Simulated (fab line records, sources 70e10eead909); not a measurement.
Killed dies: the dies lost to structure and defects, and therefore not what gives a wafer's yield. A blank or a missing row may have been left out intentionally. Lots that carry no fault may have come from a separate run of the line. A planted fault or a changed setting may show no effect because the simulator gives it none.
Which tool was responsible? :: flow nand harc :: 12 lots, 36 wafers sampled, at 6 steps of a route of 1302

== WHAT THE GAUGES READ, wafer by wafer ==
NHARC_A_M1_OVL_MEAS_10: pitch 240 nm.
lot: L076
measured: day 24 00:24
on: overlay-01
overlay x nm (nm): -0.9 -0.8 -0.7

lot: L077
measured: day 24 03:10
on: overlay-02
overlay x nm (nm): 0.0 0.1 0.3

lot: L079
measured: day 24 16:23
on: overlay-01
overlay x nm (nm): 0.8 1.1 1.2

lot: L082
measured: day 25 22:47
on: overlay-01
overlay x nm (nm): 0.9 1.3 1.5

lot: L085
measured: day 26 23:29
on: overlay-02
overlay x nm (nm): 1.3 0.9 0.6

lot: L083
measured: day 27 13:23
on: overlay-01
overlay x nm (nm): -0.5 -1.8 -1.0

lot: L087
measured: day 28 04:29
on: overlay-02
overlay x nm (nm): 0.1 -1.1 -0.6

lot: L091
measured: day 29 06:14
on: overlay-02
overlay x nm (nm): 0.3 0.0 0.5

lot: L088
measured: day 29 19:03
on: overlay-02
overlay x nm (nm): -1.0 -1.3 -1.7

lot: L093
measured: day 30 22:27
on: overlay-02
overlay x nm (nm): -1.5 -1.6 -1.7

lot: L095
measured: day 31 13:24
on: overlay-02
overlay x nm (nm): -1.5 -1.6 -1.8

lot: L097
measured: day 32 08:36
on: overlay-02
overlay x nm (nm): 0.6 0.3 0.7

== EACH LOT AND THE TOOL THAT RAN IT (in order: tool; ch and the chambers of the sampled wafers; start) ==
lot: L076
NHARC_A_BLC_STRIP_29: rie diel-06 ch 0,2, day 23 17:36
NHARC_A_BLC_STRIP_21: rie diel-06 ch 0,1, day 23 17:42
NHARC_A_BLC_PVD_32: pvd sputter-01, day 23 22:07 or earlier
NHARC_A_M0_ANNEAL_30: rtp anneal-02 ch 0, day 23 22:07
NHARC_A_M0_PRE_CLEAN_31: pecvd-04 ch 0,1, day 23 22:59

lot: L077
NHARC_A_BLC_STRIP_29: rie diel-13 ch 0,1,3, day 23 20:07
NHARC_A_BLC_STRIP_21: rie diel-13 ch 0,2,3, day 23 20:14
NHARC_A_BLC_PVD_32: pvd sputter-01, day 24 00:55 or earlier
NHARC_A_M0_ANNEAL_30: rtp anneal-02 ch 0, day 24 00:55
NHARC_A_M0_PRE_CLEAN_31: pecvd-04 ch 0,2, day 24 01:42

lot: L079
NHARC_A_BLC_STRIP_29: rie diel-03 ch 1,2,3, day 24 09:26
NHARC_A_BLC_STRIP_21: rie diel-03 ch 2,3, day 24 09:32
NHARC_A_BLC_PVD_32: pvd sputter-02, day 24 14:08 or earlier
NHARC_A_M0_ANNEAL_30: rtp anneal-02 ch 0, day 24 14:08
NHARC_A_M0_PRE_CLEAN_31: pecvd-04 ch 0,1, day 24 14:58

lot: L082
NHARC_A_BLC_STRIP_29: rie diel-13 ch 2,3, day 25 16:05
NHARC_A_BLC_STRIP_21: rie diel-13 ch 0,3, day 25 16:12
NHARC_A_BLC_PVD_32: pvd sputter-01, day 25 20:44 or earlier
NHARC_A_M0_ANNEAL_30: rtp anneal-01 ch 0, day 25 20:44
NHARC_A_M0_PRE_CLEAN_31: pecvd-04 ch 0,1, day 25 21:32

lot: L085
NHARC_A_BLC_STRIP_29: rie diel-13 ch 0,3, day 26 16:25
NHARC_A_BLC_STRIP_21: rie diel-13 ch 0,2,3, day 26 16:32
NHARC_A_BLC_PVD_32: pvd sputter-02, day 26 21:15 or earlier
NHARC_A_M0_ANNEAL_30: rtp anneal-01 ch 0, day 26 21:15
NHARC_A_M0_PRE_CLEAN_31: pecvd-02 ch 1,2, day 26 22:07

lot: L083
NHARC_A_BLC_STRIP_29: rie diel-03 ch 1,3, day 27 06:22
NHARC_A_BLC_STRIP_21: rie diel-03 ch 1,3, day 27 06:29
NHARC_A_BLC_PVD_32: pvd sputter-03, day 27 11:01 or earlier
NHARC_A_M0_ANNEAL_30: rtp anneal-01 ch 0, day 27 11:01
NHARC_A_M0_PRE_CLEAN_31: pecvd-04 ch 1,2, day 27 11:50

lot: L087
NHARC_A_BLC_STRIP_29: rie diel-06 ch 1,2,3, day 27 21:17
NHARC_A_BLC_STRIP_21: rie diel-06 ch 1,2,3, day 27 21:23
NHARC_A_BLC_PVD_32: pvd sputter-01, day 28 02:24 or earlier
NHARC_A_M0_ANNEAL_30: rtp anneal-02 ch 0, day 28 02:24
NHARC_A_M0_PRE_CLEAN_31: pecvd-04 ch 1,2, day 28 03:12

lot: L091
NHARC_A_BLC_STRIP_29: rie diel-06 ch 0,1,2, day 28 23:16
NHARC_A_BLC_STRIP_21: rie diel-06 ch 1,2,3, day 28 23:23
NHARC_A_BLC_PVD_32: pvd sputter-03, day 29 04:05 or earlier
NHARC_A_M0_ANNEAL_30: rtp anneal-02 ch 0, day 29 04:05
NHARC_A_M0_PRE_CLEAN_31: pecvd-02 ch 0,1, day 29 04:58

lot: L088
NHARC_A_BLC_STRIP_29: rie diel-13 ch 0,1,3, day 29 12:06
NHARC_A_BLC_STRIP_21: rie diel-13 ch 0,1,2, day 29 12:13
NHARC_A_BLC_PVD_32: pvd sputter-01, day 29 16:51 or earlier
NHARC_A_M0_ANNEAL_30: rtp anneal-01 ch 0, day 29 16:51
NHARC_A_M0_PRE_CLEAN_31: pecvd-04 ch 1,2, day 29 17:38

lot: L093
NHARC_A_BLC_STRIP_29: rie diel-13 ch 0,1, day 30 15:21
NHARC_A_BLC_STRIP_21: rie diel-13 ch 0,1, day 30 15:27
NHARC_A_BLC_PVD_32: pvd sputter-01, day 30 20:08 or earlier
NHARC_A_M0_ANNEAL_30: rtp anneal-02 ch 0, day 30 20:08
NHARC_A_M0_PRE_CLEAN_31: pecvd-02 ch 0,1, day 30 20:56

lot: L095
NHARC_A_BLC_STRIP_29: rie diel-13 ch 1,2,3, day 31 06:43
NHARC_A_BLC_STRIP_21: rie diel-13 ch 1,2,3, day 31 06:49
NHARC_A_BLC_PVD_32: pvd sputter-03, day 31 11:15 or earlier
NHARC_A_M0_ANNEAL_30: rtp anneal-01 ch 0, day 31 11:15
NHARC_A_M0_PRE_CLEAN_31: pecvd-02 ch 1,2, day 31 12:08

lot: L097
NHARC_A_BLC_STRIP_29: rie diel-06 ch 0,2,3, day 32 01:22
NHARC_A_BLC_STRIP_21: rie diel-06 ch 0,1,3, day 32 01:29
NHARC_A_BLC_PVD_32: pvd sputter-01, day 32 06:05 or earlier
NHARC_A_M0_ANNEAL_30: rtp anneal-01 ch 0, day 32 06:05
NHARC_A_M0_PRE_CLEAN_31: pecvd-04 ch 1,2, day 32 07:11
- NHARC_A_BLC_STRIP_29: strips in CF4.
- NHARC_A_BLC_STRIP_21: strips in O2.
- NHARC_A_BLC_PVD_32: deposits Ti, target thk 5 nm, time 17.7 s.
- NHARC_A_M0_ANNEAL_30: time 90 s.
- NHARC_A_M0_PRE_CLEAN_31: time 12 s.

== THE ANSWER, worked out from the rows above alone ==
Rule: the lots themselves supply what counts as usual. The widest of any qualifying gaps counts: lots, ordered by their means at a reading, are off when they make up no more than a third of the lots, leave a main group of 4 or more, and stand apart from it by 3 or more times the standard deviation of that group's means. Not used: any main group whose means are identical at the precision the tables above print for the reading. A lot without any number at a reading at which 4 lots or more have one is off too. Any other lot the step has rows for is counted as sound.
No lot is off on any of the readings shown, so nothing can be concluded from this.

== WHAT THE SIMULATOR HAD INSERTED ==
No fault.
